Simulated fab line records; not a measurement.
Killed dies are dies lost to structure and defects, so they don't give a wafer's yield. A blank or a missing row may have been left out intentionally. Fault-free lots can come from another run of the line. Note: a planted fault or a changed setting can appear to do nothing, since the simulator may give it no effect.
Lot-split experiment :: flow n5_finfet :: 7 lots, 21 wafers read, on a route of 1938 steps

## THE SPLIT ITSELF
At N5_BEOL_M10_VIA_ETCH_34 (etches SiCOH lowk in C4F6/O2, target depth 184.5 nm, time 69.2 s), the setting source_w was moved away from the recipe's 345 W on 8 of the 21 wafers read, by -8.6% to +16.7%. For the rest of the wafers, this setting stayed at what the recipe calls for.

Reading taken at the split's own step.

## THE READING
rf_vpp_V, in V, at N5_BEOL_M10_VIA_ETCH_34 (etches SiCOH lowk in C4F6/O2, target depth 184.5 nm, time 69.2 s). Fault-free wafers of this fab line usually give 666 V, standard deviation 13 V.

wafer: L076.1
tool, chamber at the split: rie_diel-05, 1
source_w as run, W: 345
against the recipe: recipe
rf_vpp_V, V: 652
against lot-mates on the recipe: -

wafer: L076.3
tool, chamber at the split: rie_diel-05, 2
source_w as run, W: 345
against the recipe: recipe
rf_vpp_V, V: 679
against lot-mates on the recipe: -

wafer: L076.5
tool, chamber at the split: rie_diel-05, 1
source_w as run, W: 402.6
against the recipe: +16.7%
rf_vpp_V, V: 601
against lot-mates on the recipe: -64

wafer: L080.1
tool, chamber at the split: rie_diel-03, 0
source_w as run, W: 345
against the recipe: recipe
rf_vpp_V, V: 672
against lot-mates on the recipe: -

wafer: L080.2
tool, chamber at the split: rie_diel-03, 2
source_w as run, W: 345
against the recipe: recipe
rf_vpp_V, V: 663
against lot-mates on the recipe: -

wafer: L080.3
tool, chamber at the split: rie_diel-03, 3
source_w as run, W: 345
against the recipe: recipe
rf_vpp_V, V: 666
against lot-mates on the recipe: -

wafer: L081.2
tool, chamber at the split: rie_diel-01, 3
source_w as run, W: 345
against the recipe: recipe
rf_vpp_V, V: 656
against lot-mates on the recipe: -

wafer: L081.3
tool, chamber at the split: rie_diel-01, 0
source_w as run, W: 345
against the recipe: recipe
rf_vpp_V, V: 674
against lot-mates on the recipe: -

wafer: L081.5
tool, chamber at the split: rie_diel-01, 2
source_w as run, W: 345
against the recipe: recipe
rf_vpp_V, V: 681
against lot-mates on the recipe: -

wafer: L089.1
tool, chamber at the split: rie_diel-01, 2
source_w as run, W: 384.6
against the recipe: +11.5%
rf_vpp_V, V: 646
against lot-mates on the recipe: -36

wafer: L089.2
tool, chamber at the split: rie_diel-01, 1
source_w as run, W: 345
against the recipe: recipe
rf_vpp_V, V: 682
against lot-mates on the recipe: -

wafer: L089.4
tool, chamber at the split: rie_diel-01, 3
source_w as run, W: 384.6
against the recipe: +11.5%
rf_vpp_V, V: 621
against lot-mates on the recipe: -61

wafer: L088.3
tool, chamber at the split: rie_diel-03, 1
source_w as run, W: 345
against the recipe: recipe
rf_vpp_V, V: 659
against lot-mates on the recipe: -

wafer: L088.4
tool, chamber at the split: rie_diel-03, 3
source_w as run, W: 345
against the recipe: recipe
rf_vpp_V, V: 666
against lot-mates on the recipe: -

wafer: L088.5
tool, chamber at the split: rie_diel-03, 1
source_w as run, W: 345
against the recipe: recipe
rf_vpp_V, V: 659
against lot-mates on the recipe: -

wafer: L097.1
tool, chamber at the split: rie_diel-05, 1
source_w as run, W: 325.9
against the recipe: -5.5%
rf_vpp_V, V: 671
against lot-mates on the recipe: no lot-mate on the recipe

wafer: L097.2
tool, chamber at the split: rie_diel-05, 0
source_w as run, W: 325.9
against the recipe: -5.5%
rf_vpp_V, V: 673
against lot-mates on the recipe: no lot-mate on the recipe

wafer: L097.4
tool, chamber at the split: rie_diel-05, 3
source_w as run, W: 325.9
against the recipe: -5.5%
rf_vpp_V, V: 668
against lot-mates on the recipe: no lot-mate on the recipe

wafer: L095.2
tool, chamber at the split: rie_diel-03, 0
source_w as run, W: 345
against the recipe: recipe
rf_vpp_V, V: 671
against lot-mates on the recipe: -

wafer: L095.4
tool, chamber at the split: rie_diel-03, 2
source_w as run, W: 315.2
against the recipe: -8.6%
rf_vpp_V, V: 692
against lot-mates on the recipe: +21

wafer: L095.5
tool, chamber at the split: rie_diel-03, 2
source_w as run, W: 315.2
against the recipe: -8.6%
rf_vpp_V, V: 690
against lot-mates on the recipe: +19

FIT RESULTS
A straight line over all 21 wafers: rf_vpp_V changes by -2.98 V for each +1% of source_w; r = -0.87; the points scatter about the line by 11 V.
The same after taking each lot's own level away (the mean of its wafers on the recipe; 18 wafers): -3.59 V for each +1%; r = -0.93; scatter 9.2 V.
That fit puts the effect of the largest move of source_w on the reading at 60 V.
Measured against the standard deviation above, the lots' own levels, which go from 661.3 to 682.0 V, span 1.6 times it.
So the lot-to-lot level changes the slope: the two fits differ.
Check: -60.7 V against its lot-mates is what the line predicts for one of the wafers moved furthest among these (+16.7%) when that wafer is left out of the fit. Against them it came out at -64.5 V.
Tool readings at the split's step, against how far the setting was moved: rf_vpp_V r = -0.87.

## FURTHER SPLITS ON THESE WAFERS
Other splits were also applied to these wafers ahead of the reading. Each is held against what the fit with the lots' levels taken away leaves over:
other split on the same wafers: N5_BEOL_M10_EXPOSE_25 dose_mj
wafers away from the commonest value: 3
r with rf_vpp_V (lot level and that fit taken away): -0.15

## THE FILE'S OWN FIT
rf_vpp_V changes by -3.72 V for each +1% of source_w, r = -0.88.
